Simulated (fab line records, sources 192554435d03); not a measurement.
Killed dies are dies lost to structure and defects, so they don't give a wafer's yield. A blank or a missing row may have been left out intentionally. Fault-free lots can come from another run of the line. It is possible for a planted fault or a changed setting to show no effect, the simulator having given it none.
Split-lot study || flow n5 finfet || 39 wafers read from 7 lots, route of 1938 steps

## ABOUT THE SPLIT
At N5_BEOL_M15_ILD_DEP_00 (deposits SiO2 from TEOS/O2, target thk 1629.3 nm, time 346.1 s), the setting time s was moved away from the recipe's 346.1 s on 12 of the 39 wafers read, by -49.2% to +22.7%. The other wafers ran this setting at the recipe's value.

## FROM THE SPLIT TO THE READING: what the file shows between them, 10 steps
- N5_BEOL_M15_THK_MEAS_01
- N5_BEOL_M15_COAT_58: time 60 s, resist thk 89 nm
- N5_BEOL_M15_COAT_04: resist thk 800 nm
- N5_BEOL_M15_DESCUM_15: chemistry O2, time 7.9 s
- N5_BEOL_M15_ETCH_59: etches BARC in N2/H2, target depth 89 nm, overetch 26.7 nm, time 67.9 s
- N5_BEOL_M15_VIA_ETCH_16: etches SiO2 in C4F8/O2/Ar, target depth 1792.2 nm
- N5_BEOL_M15_STRIP_63: strips in O2
- N5_BEOL_M15_STRIP_64: strips in O2
- N5_BEOL_M15_STRIP_65: strips in post etch residue remover, time 60 s
- N5_BEOL_M15_SRD_66: time 30 s, dry time 30 s

## THE READING
At N5_BEOL_M15_CD_MEAS_17: cd nm in nanometres, against a target cd of 360 nm. A value of 361.3 nm with a standard deviation of 2.3 nm is what fault-free wafers of this fab line usually give.

{"wafer": "L074.1", "tool, chamber at the split": "pecvd-02, 0", "time s as run, s": 175.8, "against the recipe": "-49.2%", "cd nm, nm": 353.0, "against lot-mates on the recipe": -7.4}
{"wafer": "L074.2", "tool, chamber at the split": "pecvd-02, 2", "time s as run, s": 346.1, "against the recipe": "recipe", "cd nm, nm": 359.7, "against lot-mates on the recipe": "-"}
{"wafer": "L074.3", "tool, chamber at the split": "pecvd-02, 1", "time s as run, s": 175.8, "against the recipe": "-49.2%", "cd nm, nm": 356.4, "against lot-mates on the recipe": -4.0}
{"wafer": "L074.4", "tool, chamber at the split": "pecvd-02, 0", "time s as run, s": 346.1, "against the recipe": "recipe", "cd nm, nm": 359.5, "against lot-mates on the recipe": "-"}
{"wafer": "L074.5", "tool, chamber at the split": "pecvd-02, 1", "time s as run, s": 346.1, "against the recipe": "recipe", "cd nm, nm": 361.9, "against lot-mates on the recipe": "-"}
{"wafer": "L074.6", "tool, chamber at the split": "pecvd-02, 2", "time s as run, s": 175.8, "against the recipe": "-49.2%", "cd nm, nm": 351.9, "against lot-mates on the recipe": -8.5}
{"wafer": "L075.2", "tool, chamber at the split": "pecvd-03, 2", "time s as run, s": 346.1, "against the recipe": "recipe", "cd nm, nm": 359.1, "against lot-mates on the recipe": "-"}
{"wafer": "L075.3", "tool, chamber at the split": "pecvd-03, 0", "time s as run, s": 346.1, "against the recipe": "recipe", "cd nm, nm": 359.9, "against lot-mates on the recipe": "-"}
{"wafer": "L075.6", "tool, chamber at the split": "pecvd-03, 0", "time s as run, s": 346.1, "against the recipe": "recipe", "cd nm, nm": 358.7, "against lot-mates on the recipe": "-"}
{"wafer": "L079.1", "tool, chamber at the split": "pecvd-03, 1", "time s as run, s": 253.1, "against the recipe": "-26.9%", "cd nm, nm": 359.0, "against lot-mates on the recipe": -5.0}
{"wafer": "L079.2", "tool, chamber at the split": "pecvd-03, 2", "time s as run, s": 253.1, "against the recipe": "-26.9%", "cd nm, nm": 359.2, "against lot-mates on the recipe": -4.8}
{"wafer": "L079.3", "tool, chamber at the split": "pecvd-03, 0", "time s as run, s": 253.1, "against the recipe": "-26.9%", "cd nm, nm": 359.9, "against lot-mates on the recipe": -4.1}
{"wafer": "L079.4", "tool, chamber at the split": "pecvd-03, 1", "time s as run, s": 346.1, "against the recipe": "recipe", "cd nm, nm": 364.0, "against lot-mates on the recipe": "-"}
{"wafer": "L079.5", "tool, chamber at the split": "pecvd-03, 2", "time s as run, s": 346.1, "against the recipe": "recipe", "cd nm, nm": 364.2, "against lot-mates on the recipe": "-"}
{"wafer": "L079.6", "tool, chamber at the split": "pecvd-03, 0", "time s as run, s": 346.1, "against the recipe": "recipe", "cd nm, nm": 363.7, "against lot-mates on the recipe": "-"}
{"wafer": "L078.1", "tool, chamber at the split": "pecvd-04, 1", "time s as run, s": 346.1, "against the recipe": "recipe", "cd nm, nm": 363.0, "against lot-mates on the recipe": "-"}
{"wafer": "L078.2", "tool, chamber at the split": "pecvd-04, 0", "time s as run, s": 346.1, "against the recipe": "recipe", "cd nm, nm": 359.8, "against lot-mates on the recipe": "-"}
{"wafer": "L078.3", "tool, chamber at the split": "pecvd-04, 2", "time s as run, s": 346.1, "against the recipe": "recipe", "cd nm, nm": 360.8, "against lot-mates on the recipe": "-"}
{"wafer": "L078.4", "tool, chamber at the split": "pecvd-04, 0", "time s as run, s": 346.1, "against the recipe": "recipe", "cd nm, nm": 361.3, "against lot-mates on the recipe": "-"}
{"wafer": "L078.5", "tool, chamber at the split": "pecvd-04, 1", "time s as run, s": 346.1, "against the recipe": "recipe", "cd nm, nm": 363.1, "against lot-mates on the recipe": "-"}
{"wafer": "L078.6", "tool, chamber at the split": "pecvd-04, 2", "time s as run, s": 346.1, "against the recipe": "recipe", "cd nm, nm": 360.0, "against lot-mates on the recipe": "-"}
{"wafer": "L083.1", "tool, chamber at the split": "pecvd-02, 0", "time s as run, s": 346.1, "against the recipe": "recipe", "cd nm, nm": 362.9, "against lot-mates on the recipe": "-"}
{"wafer": "L083.2", "tool, chamber at the split": "pecvd-02, 2", "time s as run, s": 424.6, "against the recipe": "+22.7%", "cd nm, nm": 367.7, "against lot-mates on the recipe": "+4.2"}
{"wafer": "L083.3", "tool, chamber at the split": "pecvd-02, 1", "time s as run, s": 424.6, "against the recipe": "+22.7%", "cd nm, nm": 368.6, "against lot-mates on the recipe": "+5.1"}
{"wafer": "L083.4", "tool, chamber at the split": "pecvd-02, 1", "time s as run, s": 346.1, "against the recipe": "recipe", "cd nm, nm": 363.9, "against lot-mates on the recipe": "-"}
{"wafer": "L083.5", "tool, chamber at the split": "pecvd-02, 2", "time s as run, s": 346.1, "against the recipe": "recipe", "cd nm, nm": 363.6, "against lot-mates on the recipe": "-"}
{"wafer": "L083.6", "tool, chamber at the split": "pecvd-02, 0", "time s as run, s": 424.6, "against the recipe": "+22.7%", "cd nm, nm": 365.3, "against lot-mates on the recipe": "+1.8"}
{"wafer": "L092.1", "tool, chamber at the split": "pecvd-02, 0", "time s as run, s": 346.1, "against the recipe": "recipe", "cd nm, nm": 361.8, "against lot-mates on the recipe": "-"}
{"wafer": "L092.2", "tool, chamber at the split": "pecvd-02, 1", "time s as run, s": 346.1, "against the recipe": "recipe", "cd nm, nm": 361.4, "against lot-mates on the recipe": "-"}
{"wafer": "L092.3", "tool, chamber at the split": "pecvd-02, 2", "time s as run, s": 231.4, "against the recipe": "-33.1%", "cd nm, nm": 356.0, "against lot-mates on the recipe": -5.7}
{"wafer": "L092.4", "tool, chamber at the split": "pecvd-02, 0", "time s as run, s": 231.4, "against the recipe": "-33.1%", "cd nm, nm": 354.1, "against lot-mates on the recipe": -7.6}
{"wafer": "L092.5", "tool, chamber at the split": "pecvd-02, 1", "time s as run, s": 346.1, "against the recipe": "recipe", "cd nm, nm": 361.8, "against lot-mates on the recipe": "-"}
{"wafer": "L092.6", "tool, chamber at the split": "pecvd-02, 2", "time s as run, s": 231.4, "against the recipe": "-33.1%", "cd nm, nm": 357.4, "against lot-mates on the recipe": -4.3}
{"wafer": "L097.1", "tool, chamber at the split": "pecvd-02, 1", "time s as run, s": 346.1, "against the recipe": "recipe", "cd nm, nm": 363.2, "against lot-mates on the recipe": "-"}
{"wafer": "L097.2", "tool, chamber at the split": "pecvd-02, 2", "time s as run, s": 346.1, "against the recipe": "recipe", "cd nm, nm": 365.4, "against lot-mates on the recipe": "-"}
{"wafer": "L097.3", "tool, chamber at the split": "pecvd-02, 0", "time s as run, s": 346.1, "against the recipe": "recipe", "cd nm, nm": 361.7, "against lot-mates on the recipe": "-"}
{"wafer": "L097.4", "tool, chamber at the split": "pecvd-02, 1", "time s as run, s": 346.1, "against the recipe": "recipe", "cd nm, nm": 361.6, "against lot-mates on the recipe": "-"}
{"wafer": "L097.5", "tool, chamber at the split": "pecvd-02, 0", "time s as run, s": 346.1, "against the recipe": "recipe", "cd nm, nm": 362.9, "against lot-mates on the recipe": "-"}
{"wafer": "L097.6", "tool, chamber at the split": "pecvd-02, 2", "time s as run, s": 346.1, "against the recipe": "recipe", "cd nm, nm": 359.4, "against lot-mates on the recipe": "-"}

FIT RESULTS
A straight line over all 39 wafers: cd nm changes by +0.169 nm for each +1% of time s; r = +0.86; the points scatter about the line by 1.9 nm.
The same after taking each lot's own level away (the mean of its wafers on the recipe; 39 wafers): +0.153 nm for each +1%; r = +0.91; scatter 1.3 nm.
On that fit, the largest move of time s shifts the reading by 7.5 nm.
The span of the lots' own levels, 359.23 to 363.97 nm, comes to 2.1 times the standard deviation stated above.
So the slope is not independent of the lot-to-lot level: the two fits are not the same.
Check: for one of the wafers moved furthest among these (-49.2%), held out of the fit, the line's prediction against its lot-mates is -7.55 nm. It came out at -7.37 nm against them.

## OTHER SPLITS ON THESE WAFERS
Other splits were also applied to these wafers ahead of the reading. Each is held against what the fit with the lots' levels taken away leaves over:
{"other split on the same wafers": "N5_BEOL_M3_ETCH_41 target depth a", "wafers away from the commonest value": 15, "r with cd nm (lot level and that fit taken away)": -0.15}

## THE WHOLE CHAIN: every reading that the file lists as answering this split, in the file's order
{"step": "N5_BEOL_M15_ILD_DEP_00", "what it does": "deposits SiO2 from TEOS/O2, target thk 1629.3 nm, time 346.1 s", "reading": "SiO2_of_BEOL_M15_ILD_DEP_00.thk nm (the simulator's own value, which no gauge read)", "change (the file's fit)": "+16.3 nm for each +1% of the setting", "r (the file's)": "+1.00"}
{"step": "N5_BEOL_M15_THK_MEAS_01", "what it does": "", "reading": "M15_ILD_THK", "change (the file's fit)": "+16.3 for each +1% of the setting", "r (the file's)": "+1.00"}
{"step": "N5_BEOL_M15_VIA_ETCH_16", "what it does": "etches SiO2 in C4F8/O2/Ar, target depth 1792.2 nm", "reading": "etch.depth nm (the simulator's own value, which no gauge read)", "change (the file's fit)": "+16.3 nm for each +1% of the setting", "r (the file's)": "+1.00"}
{"step": "N5_BEOL_M15_VIA_ETCH_16", "what it does": "etches SiO2 in C4F8/O2/Ar, target depth 1792.2 nm", "reading": "coat_of_BEOL_M15_COAT_04.thk nm (the simulator's own value, which no gauge read)", "change (the file's fit)": "-3.85 nm for each +1% of the setting", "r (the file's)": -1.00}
{"step": "N5_BEOL_M15_CD_MEAS_17", "what it does": "target cd 360 nm", "reading": "cd nm", "change (the file's fit)": "+0.152 nm for each +1% of the setting", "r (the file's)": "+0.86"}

## FILE'S OWN FIT
cd nm changes by +0.152 nm for each +1% of time s, r = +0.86.
